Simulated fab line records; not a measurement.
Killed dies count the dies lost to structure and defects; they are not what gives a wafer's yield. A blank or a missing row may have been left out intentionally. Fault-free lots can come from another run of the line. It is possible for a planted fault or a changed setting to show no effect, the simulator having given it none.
Which of the tools did it? -- flow n5_finfet -- 8 lots, 24 wafers sampled, at 2 steps of a route of 1938

## WHAT THE GAUGES READ, wafer by wafer
N5_BEOL_M4_RC_MEAS_101. Usual: DIBL_N 36.5 mV/V, standard deviation 1.4; DIBL_P 36.6 mV/V, standard deviation 1.9; IOFF_N 0.167 nA/um, standard deviation 0.029; IOFF_P 0.21 nA/um, standard deviation 0.033; ION_N 674 uA/um, standard deviation 12; ION_P 460 uA/um, standard deviation 8.9; SS_N 71.6 mV/dec, standard deviation 0.57; SS_P 73.4 mV/dec, standard deviation 0.61; VT_N 249 mV, standard deviation 3.3; VT_P -250 mV, standard deviation 3.3.
lot,measured,on,DIBL_N (mV/V),DIBL_P (mV/V),IOFF_N (nA/um),IOFF_P (nA/um),ION_N (uA/um),ION_P (uA/um),SS_N (mV/dec),SS_P (mV/dec),VT_N (mV),VT_P (mV),flag
L920,day 8 13:14,prober-02,36.0 34.5 36.4,37.2 34.3 36.9,0.162 0.130 0.145,0.23 0.19 0.22,693 667 659,478 460 457,71.3 71.4 72.1,72.9 72.8 73.6,252 253 252,-252 -250 -250,
L923,day 9 12:04,prober-01,37.1 35.5 35.7,38.5 35.8 36.4,0.212 0.180 0.170,0.25 0.21 0.21,682 694 678,468 470 462,72.3 72.4 72.6,73.9 72.8 73.1,246 246 248,-248 -249 -249,
L926,day 9 22:53,prober-01,35.4 37.5 36.1,34.6 37.5 35.6,0.153 0.210 0.158,0.18 0.21 0.18,678 689 671,460 465 453,71.9 71.5 71.5,72.6 73.6 72.5,250 245 249,-254 -251 -253,
L927,day 10 10:15,prober-02,37.5 35.7 35.2,40.1 38.1 36.2,0.170 0.151 0.130,0.22 0.20 0.16,682 666 657,463 461 447,71.9 72.4 71.7,73.5 73.6 73.6,251 250 251,-251 -252 -257,
L932,day 12 01:44,prober-01,37.8 36.9 35.8,38.8 37.7 36.3,0.196 0.180 0.148,0.22 0.21 0.19,677 685 670,460 464 461,71.7 71.3 71.3,73.6 73.5 73.9,245 247 249,-248 -250 -252,
L936,day 12 22:46,prober-02,35.4 36.2 35.8,35.2 34.6 35.9,0.142 0.146 0.151,0.17 0.16 0.18,675 669 684,463 446 466,71.0 71.2 71.3,72.1 73.0 73.0,249 252 252,-251 -256 -254,
L937,day 13 01:34,prober-02,36.3 35.6 35.4,36.5 36.2 35.1,0.160 0.138 0.140,0.20 0.20 0.19,671 660 673,456 451 459,72.0 71.5 70.9,74.1 73.5 74.4,248 254 252,-253 -255 -253,
L938,day 13 07:11,prober-02,34.0 36.4 36.2,34.6 37.1 37.3,0.139 0.179 0.174,0.20 0.24 0.25,679 669 674,465 466 467,71.0 72.0 71.8,72.8 73.6 73.0,250 247 248,-249 -243 -245,

N5_MIM_BOT_LITHO_INSPECT_12: inspects for defects (macro). Usual: 2.2 for raw_defect_count, sd 1.4.
lot,measured,on,raw_defect_count,flag
L920,day 12 02:11,defect_inspect-02,1 3 2,
L923,day 12 23:55,defect_inspect-01,6 1 5,
L926,day 13 16:36,defect_inspect-01,2 3 2,
L927,day 14 05:56,defect_inspect-02,3 3 1,
L932,day 15 20:13,defect_inspect-01,4 1 4,
L936,day 16 21:08,defect_inspect-02,1 2 1,
L937,day 16 22:40,defect_inspect-01,4 0 4,
L938,day 17 02:26,defect_inspect-01,1 2 2,

## EACH LOT AND THE TOOL THAT RAN IT (in order: tool; ch and the chambers of the sampled wafers; start)
The record holds no process step before these readings.

## WHAT THE TOOLS THEMSELVES READ (means of the sampled wafers that have a number; where no wafer has one, the mark that the record gives instead)
The record holds no such reading with a usual standard deviation.

## THE ANSWER, worked out from the rows above alone
Rule: a lot is off if the mean of its wafers that have a number lies more than 3 standard deviations from the usual mean. A lot without any number at a reading at which 4 lots or more have one is off too. Where the step has rows for the other lots, those lots are counted as sound. After the gauges, taken in route order, come the tools' own readings; for these a lot's mean is taken, as printed above. At the first step where some lot is off, the reading lying furthest off is the one used; lots without a number count as furthest.
No lot is off at any reading shown: from this, nothing can be told.

## WHAT HAD BEEN PUT IN BY THE SIMULATOR
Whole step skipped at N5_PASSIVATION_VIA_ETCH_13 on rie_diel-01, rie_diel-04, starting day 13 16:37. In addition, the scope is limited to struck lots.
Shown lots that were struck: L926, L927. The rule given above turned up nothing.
